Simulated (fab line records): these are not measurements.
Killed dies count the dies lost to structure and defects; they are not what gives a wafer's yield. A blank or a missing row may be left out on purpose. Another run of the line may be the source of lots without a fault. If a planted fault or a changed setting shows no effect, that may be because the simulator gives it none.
Lot-split experiment + flow n5_finfet + 7 lots, 39 wafers read, on a route of 1938 steps

ON THE SPLIT
At N5_MOL_CONTACT_COAG_ETCHBACK_135 (etches SiO2 in CHF3, target depth 25 nm, time 16.7 s), the setting time_s was moved away from the recipe's 16.7 s on 12 of the 39 wafers read, by -40.9% to +48.9%. All remaining wafers had this setting at the recipe value.

Reading taken at the split's own step.

THE READING
SOC_of_MOL_CONTACT_COAG_COAT_75.thk_nm (the simulator's own value, which no gauge read), in nm, at N5_MOL_CONTACT_COAG_ETCHBACK_135 (etches SiO2 in CHF3, target depth 25 nm, time 16.7 s). No usual value for it is given in the file. The 27 wafers here that ran the recipe average 57.3 nm, standard deviation 0.22 nm.

| wafer  | tool, chamber at the split | time_s as run, s | against the recipe | SOC_of_MOL_CONTACT_COAG_COAT_75.thk_nm, nm | against lot-mates on the recipe |
|--------|----------------------------|------------------|--------------------|--------------------------------------------|---------------------------------|
| L075.1 | rie_diel-05, 2,0,2         | 16.7             | recipe             | 57.2                                       | -                               |
| L075.2 | rie_diel-05, 2,0,2         | 16.7             | recipe             | 57.2                                       | -                               |
| L075.6 | rie_diel-05, 2,0,2         | 16.7             | recipe             | 57.2                                       | -                               |
| L075.3 | rie_diel-05, 1,3           | 16.7             | recipe             | 57.4                                       | -                               |
| L075.5 | rie_diel-05, 1,3           | 16.7             | recipe             | 57.4                                       | -                               |
| L075.4 | rie_diel-05, 3             | 16.7             | recipe             | 57                                         | -                               |
| L076.1 | rie_diel-05, 2,0           | 9.876            | -40.9%             | 58.2                                       | +1.0                            |
| L076.2 | rie_diel-05, 2,0           | 9.876            | -40.9%             | 58.2                                       | +1.0                            |
| L076.3 | rie_diel-05, 3             | 9.876            | -40.9%             | 58.4                                       | +1.2                            |
| L076.4 | rie_diel-05, 3             | 16.7             | recipe             | 57.2                                       | -                               |
| L076.5 | rie_diel-05, 0             | 16.7             | recipe             | 57                                         | -                               |
| L076.6 | rie_diel-05, 2             | 16.7             | recipe             | 57.4                                       | -                               |
| L082.1 | rie_diel-06, 0,1,3         | 16.7             | recipe             | 57.8                                       | -                               |
| L082.2 | rie_diel-06, 0,1,3         | 16.7             | recipe             | 57.8                                       | -                               |
| L082.6 | rie_diel-06, 0,1,3         | 16.7             | recipe             | 57.8                                       | -                               |
| L082.3 | rie_diel-06, 3,1           | 24.86            | +48.9%             | 56.4                                       | -1.4                            |
| L082.4 | rie_diel-06, 3,1           | 24.86            | +48.9%             | 56.4                                       | -1.4                            |
| L082.5 | rie_diel-06, 0             | 24.86            | +48.9%             | 56.6                                       | -1.2                            |
| L084.1 | rie_diel-05, 3,1           | 16.7             | recipe             | 57.2                                       | -                               |
| L084.4 | rie_diel-05, 3,1           | 16.7             | recipe             | 57.2                                       | -                               |
| L084.5 | rie_diel-05, 0             | 16.7             | recipe             | 57.4                                       | -                               |
| L090.1 | rie_diel-02, 1,2           | 24.04            | +44.0%             | 56.2                                       | -1.2                            |
| L090.5 | rie_diel-02, 1,2           | 24.04            | +44.0%             | 56.2                                       | -1.2                            |
| L090.2 | rie_diel-02, 0             | 16.7             | recipe             | 57.4                                       | -                               |
| L090.3 | rie_diel-02, 2             | 16.7             | recipe             | 57.2                                       | -                               |
| L090.4 | rie_diel-02, 0             | 24.04            | +44.0%             | 56.4                                       | -1.0                            |
| L090.6 | rie_diel-02, 1             | 16.7             | recipe             | 57.6                                       | -                               |
| L095.1 | rie_diel-06, 2,1,0,3,0     | 16.7             | recipe             | 57.2                                       | -                               |
| L095.2 | rie_diel-06, 2,1,0,3,0     | 16.7             | recipe             | 57.2                                       | -                               |
| L095.3 | rie_diel-06, 2,1,0,3,0     | 16.7             | recipe             | 57.2                                       | -                               |
| L095.4 | rie_diel-06, 2,1,0,3,0     | 16.7             | recipe             | 57.2                                       | -                               |
| L095.6 | rie_diel-06, 2,1,0,3,0     | 16.7             | recipe             | 57.2                                       | -                               |
| L095.5 | rie_diel-06, 3             | 16.7             | recipe             | 57.4                                       | -                               |
| L097.1 | rie_diel-06, 3             | 22.5             | +34.7%             | 56.8                                       | -0.6                            |
| L097.2 | rie_diel-06, 2             | 16.7             | recipe             | 57.2                                       | -                               |
| L097.3 | rie_diel-06, 0             | 16.7             | recipe             | 57.4                                       | -                               |
| L097.4 | rie_diel-06, 2             | 22.5             | +34.7%             | 56.2                                       | -1.2                            |
| L097.5 | rie_diel-06, 3             | 22.5             | +34.7%             | 56.6                                       | -0.8                            |
| L097.6 | rie_diel-06, 0             | 16.7             | recipe             | 57.6                                       | -                               |
Rows listing several chambers each stand for several wafers; the file does not say which wafer went through which chamber.

THE FIT
A straight line over all 39 wafers: SOC_of_MOL_CONTACT_COAG_COAT_75.thk_nm changes by -0.0216 nm for each +1% of time_s; r = -0.92; the points scatter about the line by 0.21 nm.
The same after taking each lot's own level away (the mean of its wafers on the recipe; 39 wafers): -0.0262 nm for each +1%; r = -0.98; scatter 0.14 nm.
Per that fit: largest time_s move, reading shift of 1.3 nm.
The lots' own levels span 57.20 to 57.80 nm, that is 2.8 times the standard deviation above.
In other words, the slope is changed by the lot-to-lot level; the two fits disagree.
Check: -1.27 nm against its lot-mates is what the line predicts for one of the wafers moved furthest among these (+48.9%) when that wafer is left out of the fit. It came out at -1.4 nm against them.

THESE WAFERS: OTHER SPLITS
These wafers also went through other splits before the reading. Each is held against what the fit with the lots' levels taken away leaves over:
| other split on the same wafers        | wafers away from the commonest value | r with SOC_of_MOL_CONTACT_COAG_COAT_75.thk_nm (lot level and that fit taken away) |
|---------------------------------------|--------------------------------------|-----------------------------------------------------------------------------------|
| N5_FIN_SAQP_PECVD_47 time_s           | 9                                    | -0.02                                                                             |
| N5_STI_FIN_REVEAL_ALD_00 target_thk_a | 15                                   | -0.20                                                                             |
| N5_SDB_HM_DEP_00 time_s               | 12                                   | +0.11                                                                             |
| N5_GATE_CUT_ALD_22 ald_cycles         | 18                                   | -0.07                                                                             |

THE FILE'S OWN FIT
SOC_of_MOL_CONTACT_COAG_COAT_75.thk_nm changes by -0.0262 nm for each +1% of time_s, r = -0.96.
